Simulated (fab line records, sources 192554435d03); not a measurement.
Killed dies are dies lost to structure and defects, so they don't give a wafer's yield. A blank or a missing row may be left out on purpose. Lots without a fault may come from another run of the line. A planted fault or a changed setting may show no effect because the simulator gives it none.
fab line records | flow n5_finfet | part 2 of 2: steps 17 to 26 of 26
record lots=5 wafers=15 last_day=16
route steps=1938 shown MOL_CONTACT_COAG@526
lots that met no fault: from a run of the same line without faults
start_h: hours from the record's first day to the start of the lot's first wafer shown | wait_h: hours since the lot's step before | " the same as in the row above | L1.1+2: a row that stands for several wafers | - no value, or no start given | * or withheld: withheld | < > ~ a bound
route shown NAME@n: a module of which the file shows steps, and the number in the route of the first | usual: mean/standard deviation of fault-free wafers | same: alike in all rows | chamber/n: place in a boat | sites: the reading at each site | _std_site: their standard deviation | _edge_site: outer sites' mean less inner sites' | radius_mm: how far each site lies from the wafer's centre | mask NAME#n: copy n | behind: the tool/chamber that last shaped the wafer | hold: why the lot was held/for how many hours/how that ended | device: the transistor (n, p or np) that didn't switch | end of line: the same wafers' tests at the end of the route | a step without rows: its recipe alone | killed: dies lost to structure and defects at the first sort, not the wafer's yield | map: a wafer's dies, x killed, . not, _ none there
set.NAME: the setting as run; set.NAME@STEP: as run at that earlier step | model.NAME: the simulator's own value behind a step, which no gauge read
lots at some steps of the route; a table a step, a row a wafer
services: from which hour (start_h, from the record's first day; less than 0 if before it) a tool's chamber was out of use, for how many hours, and why
## steps
# step N5_MOL_CONTACT_COAG_PRECLEAN_111
# recipe chemistry=NF3:NH3 afs_cycles=1 temp_c=30 time_s=20 sublimation_temp_c=180 sublimation_time_s=60 pressure_torr=3 rf_power_w=30
# columns lot.wafer tool chamber start_h wait_h
L075.2+5+6 remote_plasma-01 1 98.92 1.1
L079.2+5+6 remote_plasma-02 0 121.36 0.4
L089.2+3+4 remote_plasma-01 1 180.69 4.4
L090.2+4+6 remote_plasma-02 1 191.80 0.2
L093.1+2+5 remote_plasma-01 0 212.16 0.2
# step N5_MOL_CONTACT_COAG_TI_SIL_19
# recipe material=Ti target_thk_a=42 temp_c=200 chamber_pressure_pa=5 power_w=5000 time_s=15
# usual chamber_pressure_pa=5.000/0.0096 throttle_valve_pct=30.2/1.3
# columns lot.wafer tool chamber start_h wait_h chamber_pressure_pa throttle_valve_pct
L075.2 pvd_sputter-03 - 99.11 0.2 4.988 31.5
L075.5 " - " " 4.999 28.6
L075.6 " - " " 5.002 28.9
L079.2 pvd_sputter-03 - 121.68 0.3 5.006 32.3
L079.5 " - " " 4.996 28.3
L079.6 " - " " 4.978 32.1
L089.2 pvd_sputter-03 - 180.90 0.2 5.005 28.5
L089.3 " - " " 4.997 31.6
L089.4 " - " " 4.993 32.4
L090.2 pvd_sputter-01 - 192.00 0.2 4.998 31.3
L090.4 " - " " 4.999 28.3
L090.6 " - " " 4.993 30.2
L093.1 pvd_sputter-02 - 212.36 0.2 5.003 30.1
L093.2 " - " " 4.991 30.9
L093.5 " - " " 5.009 28.9
# step N5_MOL_CONTACT_COAG_ALD_20
# recipe material=TiN target_thk_a=15 temp_c=400 ald_precursor_family=TiCl4 ald_co_reactant=NH3 pulse_time_s=1 purge_time_s=3 co_reactant_purge_time_s=2 co_reactant_pulse_time_s=2 ald_cycles=68 pressure_torr=3
# usual heater_power_w=877/75 precursor_pulse_height_rel=1.001/0.018
# columns lot.wafer tool chamber start_h wait_h heater_power_w precursor_pulse_height_rel
L075.2 ald_metal-03 1 99.23 0.1 838 0.996
L075.5 " 1 " " 846 0.969
L075.6 " 0 " " 792 0.991
L079.2 ald_metal-02 1 121.80 0.1 761 0.982
L079.5 " 3 " " 1092 0.979
L079.6 " 2 " " 910 1.009
L089.2 ald_metal-02 2 181.02 0.1 913 0.968
L089.3 " 3 " " 1052 0.992
L089.4 " 0 " " 930 1.004
L090.2 ald_metal-02 3 192.20 0.2 1044 0.978
L090.4 " 3 " " 1065 0.973
L090.6 " 0 " " 919 0.998
L093.1 ald_metal-03 3 212.48 0.1 878 1.008
L093.2 " 0 " " 778 1.008
L093.5 " 0 " " 801 1.017
# step N5_MOL_CONTACT_COAG_SIL_ANNEAL_21
# recipe temp_c=550 time_s=60 ambient=N2
# usual lamp_power_pct=5.60/0.071 wafer_temp_C_max=551.5/0.36
# columns lot.wafer tool chamber start_h wait_h lamp_power_pct wafer_temp_C_max
L075.2 rtp_anneal-02 0 99.70 0.3 5.41 553.3
L075.5 " 0 " " 5.41 551.2
L075.6 " 0 " " 5.41 551.5
L079.2 rtp_anneal-01 0 122.37 0.4 5.62 551.8
L079.5 " 0 " " 5.63 551.4
L079.6 " 0 " " 5.62 551.6
L089.2 rtp_anneal-01 0 181.69 0.5 5.63 551.4
L089.3 " 0 " " 5.62 551.7
L089.4 " 0 " " 5.63 551.7
L090.2 rtp_anneal-01 0 192.61 0.2 5.64 551.5
L090.4 " 0 " " 5.64 551.0
L090.6 " 0 " " 5.64 551.3
L093.1 rtp_anneal-01 0 212.86 0.2 5.63 551.9
L093.2 " 0 " " 5.64 551.5
L093.5 " 0 " " 5.62 551.7
# step N5_MOL_CONTACT_COAG_PRE_CLEAN_141
# recipe gas=H2/He time_s=60 temp_c=300
# usual heater_power_w=464/64
# columns lot.wafer tool chamber start_h wait_h heater_power_w
L075.2 pvd_sputter-03 - 100.55 0.8 390
L075.5 " - " " 489
L075.6 " - " " 392
L079.2 pvd_sputter-02 - 122.71 0.3 601
L079.5 " - " " 418
L079.6 " - " " 611
L089.2 pvd_sputter-02 - 184.15 2.4 453
L089.3 " - " " 424
L089.4 " - " " 603
L090.2 pvd_sputter-01 - 194.46 1.8 446
L090.4 " - " " 518
L090.6 " - " " 445
L093.1 pvd_sputter-01 - 213.45 0.6 527
L093.2 " - " " 429
L093.5 " - " " 514
# step N5_MOL_CONTACT_COAG_SPUTTER_143
# recipe material=Co target_thk_a=25 temp_c=25 chamber_pressure_pa=0.2
# usual chamber_pressure_pa=0.2000/0.00041 throttle_valve_pct=30.4/1.2
# columns lot.wafer tool chamber start_h wait_h chamber_pressure_pa throttle_valve_pct
L075.2 pvd_sputter-03 - 100.61 0.0 0.2002 31.7
L075.5 " - " " 0.2000 31.9
L075.6 " - " " 0.1999 31.8
L079.2 pvd_sputter-02 - 122.77 0.0 0.1998 30.9
L079.5 " - " " 0.1996 30.8
L079.6 " - " " 0.2000 31.0
L089.2 pvd_sputter-02 - 184.21 0.0 0.2002 30.0
L089.3 " - " " 0.1998 28.8
L089.4 " - " " 0.2000 31.1
L090.2 pvd_sputter-01 - 194.52 0.0 0.1996 30.3
L090.4 " - " " 0.2006 31.6
L090.6 " - " " 0.1999 30.1
L093.1 pvd_sputter-01 - 213.51 0.0 0.2007 31.3
L093.2 " - " " 0.1997 28.6
L093.5 " - " " 0.1995 31.6
# step N5_MOL_CONTACT_COAG_CO_FILL_22
# recipe material=Co target_thk_a=200 temp_c=200 precursor=CCTBA/H2 pressure_torr=30
# usual heater_power_w=256/34
# columns lot.wafer tool chamber start_h wait_h heater_power_w
L075.2 cvd_co-02 2 100.73 0.1 292
L075.5 " 1 " " 254
L075.6 " 2 " " 286
L079.2 cvd_co-01 0 122.89 0.1 228
L079.5 " 2 " " 233
L079.6 " 0 " " 227
L089.2 cvd_co-01 0 184.33 0.1 229
L089.3 " 1 " " 302
L089.4 " 1 " " 310
L090.2 cvd_co-01 0 194.64 0.1 224
L090.4 " 1 " " 309
L090.6 " 0 " " 225
L093.1 cvd_co-01 0 213.63 0.1 227
L093.2 " 2 " " 233
L093.5 " 2 " " 235
# step N5_MOL_CONTACT_COAG_ANNEAL_113
# recipe temp_c=400 time_s=300 ambient=H2/N2
# usual lamp_power_pct=2.39/0.044 wafer_temp_C_max=401.1/0.32
# columns lot.wafer tool chamber start_h wait_h lamp_power_pct wafer_temp_C_max
L075.2 rtp_anneal-02 0 101.49 0.5 2.33 401.0
L075.5 " 0 " " 2.33 401.3
L075.6 " 0 " " 2.33 401.2
L079.2 rtp_anneal-01 0 124.05 0.9 2.42 400.6
L079.5 " 0 " " 2.42 400.8
L079.6 " 0 " " 2.41 400.8
L089.2 rtp_anneal-01 0 185.26 0.6 2.42 401.1
L089.3 " 0 " " 2.42 401.2
L089.4 " 0 " " 2.43 401.4
L090.2 rtp_anneal-02 0 195.40 0.5 2.33 401.2
L090.4 " 0 " " 2.33 401.5
L090.6 " 0 " " 2.33 401.1
L093.1 rtp_anneal-02 0 214.37 0.4 2.32 401.8
L093.2 " 0 " " 2.33 401.4
L093.5 " 0 " " 2.33 401.4
# step N5_MOL_CONTACT_COAG_PRE_CLEAN_142
# recipe gas=H2/He time_s=60 temp_c=300
# usual heater_power_w=464/61
# columns lot.wafer tool chamber start_h wait_h heater_power_w
L075.2 pvd_sputter-03 - 102.71 1.1 389
L075.5 " - " " 419
L075.6 " - " " 528
L079.2 pvd_sputter-03 - 124.83 0.6 494
L079.5 " - " " 408
L079.6 " - " " 536
L089.2 pvd_sputter-01 - 187.97 2.6 415
L089.3 " - " " 454
L089.4 " - " " 454
L090.2 pvd_sputter-03 - 198.21 2.7 548
L090.4 " - " " 394
L090.6 " - " " 480
L093.1 pvd_sputter-01 - 216.07 1.6 450
L093.2 " - " " 417
L093.5 " - " " 402
# step N5_MOL_CONTACT_COAG_SPUTTER_130
# recipe material=Co target_thk_a=475 temp_c=25 chamber_pressure_pa=0.5 power_w=3000
# usual chamber_pressure_pa=0.5001/0.0011 throttle_valve_pct=30.3/1.3
# columns lot.wafer tool chamber start_h wait_h chamber_pressure_pa throttle_valve_pct
L075.2 pvd_sputter-03 - 102.77 0.0 0.4991 31.5
L075.5 " - " " 0.5003 28.5
L075.6 " - " " 0.5002 28.8
L079.2 pvd_sputter-03 - 124.89 0.0 0.5012 32.2
L079.5 " - " " 0.5018 31.5
L079.6 " - " " 0.4983 28.5
L089.2 pvd_sputter-01 - 188.03 0.0 0.5018 28.4
L089.3 " - " " 0.5006 30.1
L089.4 " - " " 0.5019 32.2
L090.2 pvd_sputter-03 - 198.27 0.0 0.4982 29.0
L090.4 " - " " 0.4986 31.8
L090.6 " - " " 0.5007 32.0
L093.1 pvd_sputter-01 - 216.13 0.0 0.4988 32.2
L093.2 " - " " 0.5021 28.3
L093.5 " - " " 0.5009 28.7
## services
# columns tool chamber start_h hours kind
implanter-02 - 79.74 3.0 repair
pvd_sputter-01 - 82.06 1.2 repair
cvd_co-01 - 86.51 2.8 pm
rie_diel-06 0 95.43 9.2 repair
rtp_anneal-02 - 102.35 86.3 pm
rie_diel-01 0 107.19 29.5 repair
implanter-01 - 111.13 1.5 repair
implanter-01 - 125.01 1.2 repair
implanter-01 - 130.32 8.0 pm
rie_diel-06 3 136.50 - clean
rie_diel-06 3 136.50 - consumable_replace:focus_ring
rie_diel-06 3 136.50 - consumable_replace:showerhead
pvd_sputter-03 - 144.93 4.2 repair
remote_plasma-02 - 151.75 0.3 repair
rie_diel-06 2 169.03 5.1 repair
rie_diel-01 3 172.08 16.0 repair
rie_diel-01 1 175.77 9.0 repair
pvd_sputter-03 - 178.36 1.0 repair
rie_diel-06 - 183.10 0.2 repair
rie_diel-03 3 184.82 4.3 repair
ald_metal-02 1 186.68 37.3 repair
remote_plasma-01 - 193.83 0.5 repair
cvd_co-02 - 195.30 6.0 pm
cvd_co-02 - 215.45 1.5 repair
